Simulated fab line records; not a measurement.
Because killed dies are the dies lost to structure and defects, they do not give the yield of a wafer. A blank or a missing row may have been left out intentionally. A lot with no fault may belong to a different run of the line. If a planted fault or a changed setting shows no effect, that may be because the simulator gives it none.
fab line records ; flow n5Finfet
record lots=7; wafers=21
route steps=1938 shown PMOS_HMC_CHANNEL_EPI@59 SD_EPI_N@267 SD_EPI_P@321 SD_ACTIVATION@330 HKMG_FIN@390 MOL_CONTACT_COAG@523
startH: hours from the record's opening day to when the first of the lot's shown wafers began ; waitH: hours since the lot's step before ; " same as the row above ; L1.1+2: a single row standing in for several wafers ; - no value, or no start given ; * or withheld: withheld ; < > ~ a bound
route shown NAME@n: names a module that has steps shown in the file, with the first one's number in the route ; usual: mean/standard deviation of fault-free wafers ; same: alike in all rows ; chamber/n: place in a boat ; sites: readings site by site ; _std_site: how widely they spread, as a standard deviation ; _edge_site: mean of outer sites minus mean of inner sites ; radiusMm: for every site, how far away it sits from the centre of the wafer ; mask NAME#n: copy n ; behind: tool/chamber where the wafer was last shaped ; hold: the reason the lot was held/the length of the hold in hours/how it ended ; device: which transistor (n, p or np) failed to switch ; end of line: the tests these same wafers got at the end of their route ; a step without rows: its recipe alone ; killed: not the wafer's yield, but the dies lost to structure and defects at the first sort ; map: a wafer's dies, marking killed ones x, the rest . and places with no die _
set.NAME: the setting the step ran with; set.NAME@STEP: the setting that earlier step ran with ; model.NAME: the simulator's own value behind a step, which no gauge read
lots run with intentionally changed settings; tables by step, rows by wafer
## steps
# step N5_PMOS_HMC_CHANNEL_EPI_COAT_03
# recipe resist=CAR-ArF-block; spinRpm=1500; resistThkNm=205
lot.wafer;tool;chamber;startH;waitH;set.spinRpm;model.CAR-ArF-block_of_PMOS_HMC_CHANNEL_EPI_COAT_03.thkNm
L082.2;lithoTrack-02;0;-;-;1431;209.4
L082.3;lithoTrack-02;0;-;-;1500;204.9
L082.5;lithoTrack-02;0;-;-;1500;204.8
L083.4;lithoTrack-02;0;-;-;1543;202.3
L083.5;lithoTrack-02;0;-;-;1500;205.8
L083.6;lithoTrack-02;0;-;-;1543;202.7
L084.2;lithoTrack-04;0;-;-;1500;205.2
L084.4;lithoTrack-04;0;-;-;1500;204.9
L084.5;lithoTrack-04;0;-;-;1552;202.1
L085.2;lithoTrack-04;0;-;-;1500;204.7
L085.3;lithoTrack-04;0;-;-;1500;205.1
L085.5;lithoTrack-04;0;-;-;1500;204.5
L088.1;lithoTrack-03;0;-;-;1500;203.7
L088.2+5;lithoTrack-03;0;-;-;1500;203.9
L093.1;lithoTrack-03;0;-;-;1500;205.2
L093.3;lithoTrack-03;0;-;-;1500;204.9
L093.4;lithoTrack-03;0;-;-;1500;205.5
L096.1;lithoTrack-03;0;-;-;1365;214.9
L096.3;lithoTrack-03;0;-;-;1500;205.1
L096.4;lithoTrack-03;0;-;-;1365;214.6
# step N5_PMOS_HMC_CHANNEL_EPI_DESCUM_14
# recipe chemistry=O2; timeS=7.9; sourcePowerW=50; biasPowerW=20; pressureMtorr=20; rfFrequencyHz=2.712e+07; tempC=40; resist=CAR-ArF-block; o2FlowSccm=225
lot.wafer;tool;chamber;startH;waitH;set.timeS;set.spinRpm@PMOS_HMC_CHANNEL_EPI_COAT_03;model.CAR-ArF-block_of_PMOS_HMC_CHANNEL_EPI_COAT_03.thkNm
L082.2;rieDiel-01;3;65.43;0.0;7.9;1431;202.8
L082.3;rieDiel-01;0;65.43;0.0;8.968;1500;197.7
L082.5;rieDiel-01;1;65.43;0.0;7.9;1500;198.3
L083.4;rieDiel-01;3;71.58;0.0;7.9;1543;195.8
L083.5;rieDiel-01;0;71.58;0.0;7.189;1500;199.7
L083.6;rieDiel-01;1;71.58;0.0;7.9;1543;196.1
L084.2;rieDiel-06;0;77.19;0.0;7.9;1500;198.6
L084.4;rieDiel-06;1;77.19;0.0;6.242;1500;199.3
L084.5;rieDiel-06;1;77.19;0.0;6.242;1552;196.5
L085.2;rieDiel-06;0;83.36;0.0;8.49;1500;197.6
L085.3;rieDiel-06;1;83.36;0.0;8.49;1500;198.1
L085.5;rieDiel-06;1;83.36;0.0;7.9;1500;197.9
L088.1;rieDiel-06;2;101.62;0.0;7.9;1500;197.1
L088.2;rieDiel-06;0;101.62;0.0;7.9;1500;197.3
L088.5;rieDiel-06;3;101.62;0.0;7.9;1500;197.2
L093.1;rieDiel-06;3;131.92;0.0;7.9;1500;198.6
L093.3;rieDiel-06;1;131.92;0.0;8.911;1500;197.7
L093.4;rieDiel-06;0;131.92;0.0;8.911;1500;198.2
L096.1;rieDiel-06;1;149.31;0.0;7.9;1365;208.3
L096.3;rieDiel-06;2;149.31;0.0;8.509;1500;198.1
L096.4;rieDiel-06;3;149.31;0.0;8.509;1365;207.6
# step N5_SD_EPI_N_EXPOSE_06
# recipe maskId=SD_N_BLK; na=1.35; sourceShape=conventional; sigmaOuter=0.8; polarization=unpolarized; targetCdNm=120; doseMj=39.75
lot.wafer;tool;chamber;startH;waitH;mask;set.doseMj
L082.2;arfiScanner-03;0;101.60;-;SD_N_BLK#0;41.93
L082.3+5;arfiScanner-03;0;101.60;-;SD_N_BLK#0;39.75
L083.4+5;arfiScanner-03;0;111.06;-;SD_N_BLK#0;41.07
L083.6;arfiScanner-03;0;111.06;-;SD_N_BLK#0;39.75
L084.2+4+5;arfiScanner-01;0;114.93;-;SD_N_BLK#0;39.75
L085.2+5;arfiScanner-03;0;133.80;-;SD_N_BLK#0;39.75
L085.3;arfiScanner-03;0;133.80;-;SD_N_BLK#0;37.97
L088.1+2+5;arfiScanner-02;0;145.18;-;SD_N_BLK#0;39.75
L093.1+4;arfiScanner-01;0;162.62;-;SD_N_BLK#0;41.55
L093.3;arfiScanner-01;0;162.62;-;SD_N_BLK#0;39.75
L096.1;arfiScanner-01;0;179.53;-;SD_N_BLK#0;42.29
L096.3+4;arfiScanner-01;0;179.53;-;SD_N_BLK#0;39.75
# step N5_SD_EPI_N_PEB_07
# recipe pebTempC=110; pebTimeS=60; resist=CAR-ArF-block
# step N5_SD_EPI_N_DEVELOP_08
# recipe developTimeS=30; developer=TMAH; resist=CAR-ArF-block; devTempC=23; rinseLiquid=diw; dry=airSpin
# step N5_SD_EPI_N_CD_MEAS_09
# recipe targetCdNm=120; landingEnergyEv=500; detector=seInlens
# usual cdNm=119.9/0.81
lot.wafer;tool;chamber;startH;waitH;set.doseMj@SD_EPI_N_EXPOSE_06;cdNm
L082.2;cdSem-01;0;101.72;-;41.93;123.9
L082.3;cdSem-01;0;101.72;-;39.75;120.7
L082.5;cdSem-01;0;101.72;-;39.75;119.9
L083.4;cdSem-02;0;111.17;-;41.07;120.3
L083.5;cdSem-02;0;111.17;-;41.07;121.6
L083.6;cdSem-02;0;111.17;-;39.75;119.6
L084.2;cdSem-02;0;115.04;-;39.75;120.0
L084.4;cdSem-02;0;115.04;-;39.75;119.9
L084.5;cdSem-02;0;115.04;-;39.75;117.8
L085.2;cdSem-01;0;133.92;-;39.75;121.2
L085.3;cdSem-01;0;133.92;-;37.97;117.9
L085.5;cdSem-01;0;133.92;-;39.75;121.1
L088.1;cdSem-01;0;145.30;-;39.75;119.2
L088.2;cdSem-01;0;145.30;-;39.75;120.1
L088.5;cdSem-01;0;145.30;-;39.75;119.4
L093.1;cdSem-02;0;162.74;-;41.55;123.0
L093.3;cdSem-02;0;162.74;-;39.75;119.2
L093.4;cdSem-02;0;162.74;-;41.55;123.2
L096.1;cdSem-03;0;179.66;-;42.29;123.7
L096.3;cdSem-03;0;179.66;-;39.75;118.3
L096.4;cdSem-03;0;179.66;-;39.75;119.8
# step N5_SD_EPI_N_DESCUM_14
# recipe chemistry=O2; timeS=7.9; sourcePowerW=50; biasPowerW=20; pressureMtorr=20; rfFrequencyHz=2.712e+07; tempC=40; resist=CAR-ArF-block; o2FlowSccm=225
lot.wafer;tool;chamber;startH;waitH;set.doseMj@SD_EPI_N_EXPOSE_06;model.SD_EPI_N.cdNm
L082.2;rieDiel-05;3;101.81;0.0;41.93;124
L082.3;rieDiel-05;2;101.81;0.0;39.75;120.2
L082.5;rieDiel-05;2;101.81;0.0;39.75;119.4
L083.4;rieDiel-05;1;111.34;0.1;41.07;120.4
L083.5;rieDiel-05;2;111.34;0.1;41.07;121.2
L083.6;rieDiel-05;1;111.34;0.1;39.75;119.8
L084.2;rieDiel-04;1;115.14;0.0;39.75;120.4
L084.4;rieDiel-04;3;115.14;0.0;39.75;120
L084.5;rieDiel-04;3;115.14;0.0;39.75;118.8
L085.2;rieDiel-04;1;134.42;0.4;39.75;121.4
L085.3;rieDiel-04;0;134.42;0.4;37.97;117.6
L085.5;rieDiel-04;0;134.42;0.4;39.75;120.8
L088.1+5;rieDiel-04;2,0;145.39;0.0;39.75;119
L088.2;rieDiel-04;3;145.39;0.0;39.75;120.2
L093.1+4;rieDiel-04;0,2;162.83;0.0;41.55;123
L093.3;rieDiel-04;1;162.83;0.0;39.75;119
L096.1;rieDiel-05;2;179.76;0.0;42.29;123.2
L096.3;rieDiel-05;0;179.76;0.0;39.75;118.2
L096.4;rieDiel-05;3;179.76;0.0;39.75;119.8
# step N5_SD_EPI_N_ETCH_45
# recipe chemistry=CH3F/O2; target=SiOCN; targetDepthA=60; maskMaterial=SOC; ionEnergyEv=60; biasW=29; pressureMtorr=15; sourceW=410; Ar_flow_sccm=150; CH3F_flow_sccm=30; O2_flow_sccm=20
lot.wafer;tool;chamber;startH;waitH;set.targetDepthA;model.etch.depthNm
L082.2;rieDiel-05;3;102.32;0.1;60;5.862
L082.3;rieDiel-05;2;102.32;0.1;60;5.668
L082.5;rieDiel-05;2;102.32;0.1;60;5.665
L083.4;rieDiel-05;1;111.85;0.1;53.18;5.259
L083.5;rieDiel-05;2;111.85;0.1;60;5.684
L083.6;rieDiel-05;1;111.85;0.1;53.18;5.26
L084.2;rieDiel-04;1;115.66;0.1;63.95;6.487
L084.4;rieDiel-04;3;115.66;0.1;60;5.997
L084.5;rieDiel-04;3;115.66;0.1;60;5.99
L085.2;rieDiel-04;1;134.94;0.1;65.16;6.558
L085.3;rieDiel-04;0;134.94;0.1;60;6.168
L085.5;rieDiel-04;0;134.94;0.1;60;6.17
L088.1;rieDiel-04;2;145.91;0.1;60;6.109
L088.2;rieDiel-04;3;145.91;0.1;60;5.979
L088.5;rieDiel-04;0;145.91;0.1;60;6.137
L093.1;rieDiel-04;0;163.35;0.1;60;6.045
L093.3;rieDiel-04;1;163.35;0.1;60;5.981
L093.4;rieDiel-04;2;163.35;0.1;60;6.07
L096.1;rieDiel-05;2;180.27;0.1;60;5.733
L096.3;rieDiel-05;0;180.27;0.1;53.18;5.142
L096.4;rieDiel-05;3;180.27;0.1;53.18;5.153
# step N5_SD_EPI_P_EPI_21
# recipe material=SiGe:B; dopant=B; tempC=550; pressureTorr=20; ambient=H2; timeS=355
lot.wafer;tool;chamber;startH;waitH;set.tempC;model.SiGe-B_of_SD_EPI_P_EPI_21.thkNm
L082.2;epiRpcvd-01;0;108.25;0.5;550;60.8
L082.3;epiRpcvd-01;0;108.25;0.5;547.5;57.2
L082.5;epiRpcvd-01;0;108.25;0.5;547.5;58
L083.4+5;epiRpcvd-04;0;118.90;1.5;550;61
L083.6;epiRpcvd-04;0;118.90;1.5;550;59.6
L084.2;epiRpcvd-02;0;122.27;0.6;550;60.2
L084.4;epiRpcvd-02;0;122.27;0.6;550;60
L084.5;epiRpcvd-02;0;122.27;0.6;550;60.6
L085.2;epiRpcvd-02;0;141.85;0.5;550;61
L085.3;epiRpcvd-02;0;141.85;0.5;550;61.4
L085.5;epiRpcvd-02;0;141.85;0.5;552.6;64.2
L088.1+2;epiRpcvd-01;0;151.27;0.2;550;60.8
L088.5;epiRpcvd-01;0;153.19;2.0;550;60.4
L093.1;epiRpcvd-04;0;169.50;0.2;553.7;66.6
L093.3;epiRpcvd-04;0;169.50;0.2;553.7;66
L093.4;epiRpcvd-04;0;169.50;0.2;550;61
L096.1;epiRpcvd-02;0;185.86;0.1;550;61
L096.3;epiRpcvd-02;0;185.86;0.1;550;60.6
L096.4;epiRpcvd-02;0;185.86;0.1;553.3;65.6
# step N5_SD_EPI_P_HM_STRIP_48
# recipe chemistry=H3PO4; tempC=160; material=SiNx; target=SiNx; targetDepthA=30; overetchFraction=0.3
# step N5_SD_EPI_P_SRD_49
# recipe dry=ipaMarangoni; timeS=30; tempC=23; rinseLiquid=diw
# step N5_SD_EPI_P_PRECLEAN_24
# recipe chemistry=O3/DIW; timeS=45; tempC=22; o3Ppm=10
lot.wafer;tool;chamber;startH;waitH;set.tempC@SD_EPI_P_EPI_21;model.SiGe-B_of_SD_EPI_P_EPI_21.thkNm
L082.2;wetBench-06;7;110.19;0.0;550;60.4
L082.3;wetBench-06;4;110.19;0.0;547.5;56.8
L082.5;wetBench-06;5;110.19;0.0;547.5;57.6
L083.4+5;wetBench-06;5,0;120.48;0.0;550;60.6
L083.6;wetBench-06;3;120.48;0.0;550;59.2
L084.2;wetBench-03;4;124.81;0.0;550;59.8
L084.4;wetBench-03;1;124.81;0.0;550;59.6
L084.5;wetBench-03;0;124.81;0.0;550;60.2
L085.2;wetBench-06;7;143.80;0.0;550;60.6
L085.3;wetBench-06;6;143.80;0.0;550;60.8
L085.5;wetBench-06;4;143.80;0.0;552.6;63.8
L088.1+2;wetBench-04;1,6;154.29;0.0;550;60.2
L088.5;wetBench-04;0;154.29;0.0;550;60
L093.1;wetBench-06;0;172.52;0.0;553.7;66
L093.3;wetBench-06;6;172.52;0.0;553.7;65.4
L093.4;wetBench-06;7;172.52;0.0;550;60.6
L096.1;wetBench-03;7;188.17;0.0;550;60.6
L096.3;wetBench-03;0;188.17;0.0;550;60.2
L096.4;wetBench-03;3;188.17;0.0;553.3;65.2
# step N5_SD_EPI_P_PRECLEAN_32
# recipe chemistry=dHF; timeS=10; dilution=500:1; tempC=25
# step N5_SD_EPI_P_PRECLEAN_33
# recipe chemistry=SC2; timeS=45; tempC=35; mix=1:1:50
# step N5_SD_ACTIVATION_RTA_00
# recipe tempC=975; timeS=0; ambient=N2; idleTempC=600; rampUpCPerS=150; rampDownCPerS=60; coolToC=600
# step N5_SD_ACTIVATION_LSA_01
# recipe tempC=1080; timeS=0.0008; ambient=N2
# step N5_SD_ACTIVATION_RS_MEAS_03
# recipe thkMeasGauge=four-point-probe
# usual RS_SD_N=21.9/0.36; RS_SD_P=56.1/0.93
lot.wafer;tool;chamber;startH;waitH;set.tempC@SD_EPI_P_EPI_21;RS_SD_N[ohm/sq];RS_SD_P[ohm/sq]
L082.2;filmMetro-01;-;110.71;0.2;550;21.6;55.7
L082.3;filmMetro-01;-;110.71;0.2;547.5;21.8;59.4
L082.5;filmMetro-01;-;110.71;0.2;547.5;21.3;59.0
L083.4;filmMetro-02;-;121.04;0.1;550;22.1;55.6
L083.5;filmMetro-02;-;121.04;0.1;550;22.2;55.8
L083.6;filmMetro-02;-;121.04;0.1;550;21.9;56.4
L084.2;filmMetro-01;-;125.39;0.2;550;21.5;57.3
L084.4;filmMetro-01;-;125.39;0.2;550;21.9;57.3
L084.5;filmMetro-01;-;125.39;0.2;550;21.9;56.3
L085.2;filmMetro-01;-;144.44;0.2;550;21.0;56.1
L085.3;filmMetro-01;-;144.44;0.2;550;21.2;55.8
L085.5;filmMetro-01;-;144.44;0.2;552.6;21.4;53.3
L088.1;filmMetro-02;-;154.79;0.2;550;22.8;56.5
L088.2;filmMetro-02;-;154.79;0.2;550;22.6;57.4
L088.5;filmMetro-02;-;154.79;0.2;550;22.4;57.0
L093.1;filmMetro-01;-;173.04;0.2;553.7;21.5;51.6
L093.3;filmMetro-01;-;173.04;0.2;553.7;21.6;52.2
L093.4;filmMetro-01;-;173.04;0.2;550;21.7;57.1
L096.1;filmMetro-01;-;188.85;0.2;550;21.7;56.0
L096.3;filmMetro-01;-;188.85;0.2;550;21.7;56.6
L096.4;filmMetro-01;-;188.85;0.2;553.3;21.7;52.0
# step N5_HKMG_FIN_COAT_41
# recipe resist=SOC; tempC=250; timeS=60; spinRpm=1500; resistThkNm=300
lot.wafer;tool;chamber;startH;waitH;set.spinRpm;model.SOC_of_HKMG_FIN_COAT_41.thkNm
L082.2;lithoTrack-03;0;125.03;-;1500;298.6
L082.3;lithoTrack-03;0;125.03;-;1427;306.4
L082.5;lithoTrack-03;0;125.03;-;1500;300.6
L083.4;lithoTrack-01;0;133.67;-;1500;300.4
L083.5;lithoTrack-01;0;133.67;-;1500;300.6
L083.6;lithoTrack-01;0;133.67;-;1500;299.8
L084.2+4;lithoTrack-04;0;137.69;-;1457;305.2
L084.5;lithoTrack-04;0;137.69;-;1500;300.4
L085.2+5;lithoTrack-01;0;157.10;-;1500;300.4
L085.3;lithoTrack-01;0;157.10;-;1568;294
L088.1;lithoTrack-04;0;169.47;-;1500;300.8
L088.2;lithoTrack-04;0;169.47;-;1500;300
L088.5;lithoTrack-04;0;169.47;-;1500;299.8
L093.1+3;lithoTrack-03;0;185.23;-;1500;298.6
L093.4;lithoTrack-03;0;185.23;-;1500;298.4
L096.1;lithoTrack-01;0;204.05;-;1500;300.4
L096.3;lithoTrack-01;0;204.05;-;1389;312.2
L096.4;lithoTrack-01;0;204.05;-;1500;300.2
# step N5_HKMG_FIN_ETCH_55
# recipe chemistry=N2/H2; target=SOC; targetDepthA=2400; tempC=40; timeS=300; ionEnergyEv=200; maskMaterial=SiARC; pressureMtorr=30; sourceW=840; biasW=150; n2FlowSccm=200; h2FlowSccm=200
# usual rfVppV=524.2/1.9
lot.wafer;tool;chamber;startH;waitH;set.biasW;rfVppV
L082.2;rieDiel-03;1;125.80;0.0;128.7;477.2
L082.3;rieDiel-03;0;125.80;0.0;150;522.4
L082.5;rieDiel-03;1;125.80;0.0;150;525.3
L083.4;rieDiel-03;0;134.09;0.0;150;521.7
L083.5;rieDiel-03;3;134.09;0.0;150;526.0
L083.6;rieDiel-03;2;134.09;0.0;150;526.1
L084.2;rieDiel-03;3;138.24;0.0;139.3;501.3
L084.4;rieDiel-03;0;138.24;0.0;139.3;500.1
L084.5;rieDiel-03;3;138.24;0.0;150;525.8
L085.2;rieDiel-03;3;157.88;0.0;129.8;480.6
L085.3;rieDiel-03;2;157.88;0.0;150;525.3
L085.5;rieDiel-03;2;157.88;0.0;129.8;480.3
L088.1;rieDiel-04;1;170.07;0.0;150;522.3
L088.2;rieDiel-04;3;170.07;0.0;150;526.3
L088.5;rieDiel-04;0;170.07;0.0;150;524.1
L093.1;rieDiel-05;1;185.78;0.0;162.3;551.4
L093.3;rieDiel-05;0;185.78;0.0;150;521.1
L093.4;rieDiel-05;3;185.78;0.0;162.3;551.0
L096.1;rieDiel-05;3;204.59;0.0;150;523.3
L096.3;rieDiel-05;1;204.59;0.0;150;524.6
L096.4;rieDiel-05;0;204.59;0.0;150;520.5
# step N5_MOL_CONTACT_COAG_EXPOSE_05
# recipe maskId=CA; na=0.33; sourceShape=annular; sigmaInner=0.4; sigmaOuter=0.8; polarization=unpolarized; defocusNm=0; doseMj=38.25
lot.wafer;tool;chamber;startH;waitH;mask;set.doseMj
L082.2+5;euvScanner-02;0;140.87;-;CA#0;40.34
L082.3;euvScanner-02;0;140.87;-;CA#0;38.25
L083.4+5;euvScanner-01;0;149.78;-;CA#0;38.25
L083.6;euvScanner-01;0;149.78;-;CA#0;37.46
L084.2+5;euvScanner-02;0;154.44;-;CA#0;38.25
L084.4;euvScanner-02;0;154.44;-;CA#0;36.07
L085.2+3;euvScanner-02;0;174.65;-;CA#0;37.32
L085.5;euvScanner-02;0;174.65;-;CA#0;38.25
L088.1+2+5;euvScanner-01;0;186.51;-;CA#0;38.25
L093.1+3;euvScanner-01;0;204.36;-;CA#0;38.25
L093.4;euvScanner-01;0;204.36;-;CA#0;36.47
L096.1+4;euvScanner-02;0;220.55;-;CA#0;38.25
L096.3;euvScanner-02;0;220.55;-;CA#0;40.61
# step N5_MOL_CONTACT_COAG_PEB_06
# recipe pebTempC=100; pebTimeS=60; resist=CAR-EUV
# step N5_MOL_CONTACT_COAG_DEVELOP_07
# recipe developTimeS=30; developer=TMAH; resist=CAR-EUV; rinseLiquid=surfactantRinse; dry=airSpin; devTempC=23
# step N5_MOL_CONTACT_COAG_CD_MEAS_08
# recipe targetCdNm=28; landingEnergyEv=500; detector=seInlens; polarity=opening
# usual cdNm=28.19/0.27
lot.wafer;tool;chamber;startH;waitH;set.doseMj@MOL_CONTACT_COAG_EXPOSE_05;cdNm
L082.2;cdSem-02;0;140.99;-;40.34;28.86
L082.3;cdSem-02;0;140.99;-;38.25;27.95
L082.5;cdSem-02;0;140.99;-;40.34;29.14
L083.4;cdSem-01;0;149.90;-;38.25;28.13
L083.5;cdSem-01;0;149.90;-;38.25;28.42
L083.6;cdSem-01;0;149.90;-;37.46;27.90
L084.2;cdSem-02;0;154.56;-;38.25;27.62
L084.4;cdSem-02;0;154.56;-;36.07;26.66
L084.5;cdSem-02;0;154.56;-;38.25;27.90
L085.2;cdSem-02;0;174.77;-;37.32;27.63
L085.3;cdSem-02;0;174.77;-;37.32;27.51
L085.5;cdSem-02;0;174.77;-;38.25;28.52
L088.1;cdSem-02;0;186.64;-;38.25;28.56
L088.2;cdSem-02;0;186.64;-;38.25;28.14
L088.5;cdSem-02;0;186.64;-;38.25;28.27
L093.1;cdSem-02;0;204.49;-;38.25;27.87
L093.3;cdSem-02;0;204.49;-;38.25;28.37
L093.4;cdSem-02;0;204.49;-;36.47;27.26
L096.1;cdSem-02;0;220.68;-;38.25;28.03
L096.3;cdSem-02;0;220.68;-;40.61;29.33
L096.4;cdSem-02;0;220.68;-;38.25;27.83
# step N5_MOL_CONTACT_COAG_DESCUM_13
# recipe chemistry=O2; timeS=7; sourcePowerW=50; biasPowerW=20; pressureMtorr=20; rfFrequencyHz=2.712e+07; tempC=40; resist=CAR-EUV; o2FlowSccm=225
# step N5_MOL_CONTACT_COAG_ETCH_59
# recipe chemistry=N2/H2; target=underlayer; targetDepthA=130; maskMaterial=CAR-EUV; timeS=10.4; ionEnergyEv=200; pressureMtorr=30; sourceW=840; biasW=150; n2FlowSccm=200; h2FlowSccm=200; ends=cleared
lot.wafer;tool;chamber;startH;waitH;set.doseMj@MOL_CONTACT_COAG_EXPOSE_05;model.MOL_CONTACT_COAG.cdOffsetNm
L082.2;rieDiel-04;0;141.24;0.0;40.34;1.2
L082.3;rieDiel-04;1;141.24;0.0;38.25;0
L082.5;rieDiel-04;3;141.24;0.0;40.34;1.4
L083.4;rieDiel-04;1;150.06;0.0;38.25;0.2
L083.5;rieDiel-04;2;150.06;0.0;38.25;0.6
L083.6;rieDiel-04;0;150.06;0.0;37.46;0
L084.2;rieDiel-05;1;154.72;0.0;38.25;0
L084.4;rieDiel-05;2;154.72;0.0;36.07;-1.4
L084.5;rieDiel-05;3;154.72;0.0;38.25;0.4
L085.2;rieDiel-03;1;174.93;0.0;37.32;-0.4
L085.3;rieDiel-03;0;174.93;0.0;37.32;-0.2
L085.5;rieDiel-03;0;174.93;0.0;38.25;0.6
L088.1+5;rieDiel-05;2;186.80;0.0;38.25;0.4
L088.2;rieDiel-05;3;186.80;0.0;38.25;0.6
L093.1+3;rieDiel-03;2,1;204.65;0.0;38.25;0
L093.4;rieDiel-03;2;204.65;0.0;36.47;-1
L096.1;rieDiel-03;2;220.98;0.0;38.25;0
L096.3;rieDiel-03;0;220.98;0.0;40.61;1.8
L096.4;rieDiel-03;3;220.98;0.0;38.25;0.2
# step N5_MOL_CONTACT_COAG_ETCH_105
# recipe chemistry=CF4; target=SiARC; targetDepthA=156; maskMaterial=CAR-EUV; timeS=26; ionEnergyEv=80; pressureMtorr=40; sourceW=545; biasW=36; Ar_flow_sccm=100; cf4FlowSccm=100; ends=cleared
# step N5_MOL_CONTACT_COAG_ETCH_106
# recipe chemistry=N2/H2; target=SOC; targetDepthA=800; overetchA=160; maskMaterial=SiARC; tempC=40; timeS=120; ionEnergyEv=200; pressureMtorr=30; sourceW=840; biasW=150; n2FlowSccm=200; h2FlowSccm=200
lot.wafer;tool;chamber;startH;waitH;set.doseMj@MOL_CONTACT_COAG_EXPOSE_05;model.MOL_CONTACT_COAG.cdOffsetNm
L082.2+5;rieDiel-04;0,3;141.29;0.0;40.34;1.4
L082.3;rieDiel-04;1;141.29;0.0;38.25;-0.2
L083.4;rieDiel-04;1;150.14;0.0;38.25;0.2
L083.5;rieDiel-04;2;150.14;0.0;38.25;0.4
L083.6;rieDiel-04;0;150.14;0.0;37.46;0.2
L084.2;rieDiel-05;1;154.77;0.0;38.25;-0.2
L084.4;rieDiel-05;2;154.77;0.0;36.07;-1.4
L084.5;rieDiel-05;3;154.77;0.0;38.25;0.6
L085.2+3;rieDiel-03;1,0;174.98;0.0;37.32;-0.2
L085.5;rieDiel-03;0;174.98;0.0;38.25;0.6
L088.1+2;rieDiel-05;2,3;186.84;0.0;38.25;0.4
L088.5;rieDiel-05;2;186.84;0.0;38.25;0.2
L093.1;rieDiel-03;2;204.69;0.0;38.25;0
L093.3;rieDiel-03;1;204.69;0.0;38.25;-0.2
L093.4;rieDiel-03;2;204.69;0.0;36.47;-1
L096.1;rieDiel-03;2;221.03;0.0;38.25;0
L096.3;rieDiel-03;0;221.03;0.0;40.61;1.8
L096.4;rieDiel-03;3;221.03;0.0;38.25;0.6
## key
split step=N5_PMOS_HMC_CHANNEL_EPI_COAT_03; setting=spinRpm; stated=1500; by=wafer
response step=N5_PMOS_HMC_CHANNEL_EPI_COAT_03; reading=model.CAR-ArF-block_of_PMOS_HMC_CHANNEL_EPI_COAT_03.thkNm; change=-1.04; per=1%; r=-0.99
response step=N5_PMOS_HMC_CHANNEL_EPI_DESCUM_14; reading=model.CAR-ArF-block_of_PMOS_HMC_CHANNEL_EPI_COAT_03.thkNm; change=-1.06; per=1%; r=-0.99
split step=N5_PMOS_HMC_CHANNEL_EPI_DESCUM_14; setting=timeS; stated=7.9; by=wafer
response none clear
split step=N5_SD_EPI_N_EXPOSE_06; setting=doseMj; stated=39.75; by=wafer
response step=N5_SD_EPI_N_CD_MEAS_09; reading=cdNm; change=+0.707; per=1%; r=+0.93
response step=N5_SD_EPI_N_DESCUM_14; reading=model.SD_EPI_N.cdNm; change=+0.71; per=1%; r=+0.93
split step=N5_SD_EPI_N_ETCH_45; setting=targetDepthA; stated=60; by=wafer
response step=N5_SD_EPI_N_ETCH_45; reading=model.etch.depthNm; change=+0.0481; per=1%; r=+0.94
split step=N5_SD_EPI_P_EPI_21; setting=tempC; stated=550; by=wafer
response step=N5_SD_EPI_P_EPI_21; reading=model.SiGe-B_of_SD_EPI_P_EPI_21.thkNm; change=+7.5; per=1%; r=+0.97
response step=N5_SD_EPI_P_PRECLEAN_24; reading=model.SiGe-B_of_SD_EPI_P_EPI_21.thkNm; change=+7.43; per=1%; r=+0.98
response step=N5_SD_ACTIVATION_RS_MEAS_03; reading=RS_SD_P; change=-7.16; per=1%; r=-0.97
split step=N5_HKMG_FIN_COAT_41; setting=spinRpm; stated=1500; by=wafer
response step=N5_HKMG_FIN_COAT_41; reading=model.SOC_of_HKMG_FIN_COAT_41.thkNm; change=-1.53; per=1%; r=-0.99
split step=N5_HKMG_FIN_ETCH_55; setting=biasW; stated=150; by=wafer
response step=N5_HKMG_FIN_ETCH_55; reading=rfVppV; change=+3.38; per=1%; r=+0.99
split step=N5_MOL_CONTACT_COAG_EXPOSE_05; setting=doseMj; stated=38.25; by=wafer
response step=N5_MOL_CONTACT_COAG_CD_MEAS_08; reading=cdNm; change=+0.21; per=1%; r=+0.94
response step=N5_MOL_CONTACT_COAG_ETCH_59; reading=model.MOL_CONTACT_COAG.cdOffsetNm; change=+0.26; per=1%; r=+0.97
response step=N5_MOL_CONTACT_COAG_ETCH_106; reading=model.MOL_CONTACT_COAG.cdOffsetNm; change=+0.253; per=1%; r=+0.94
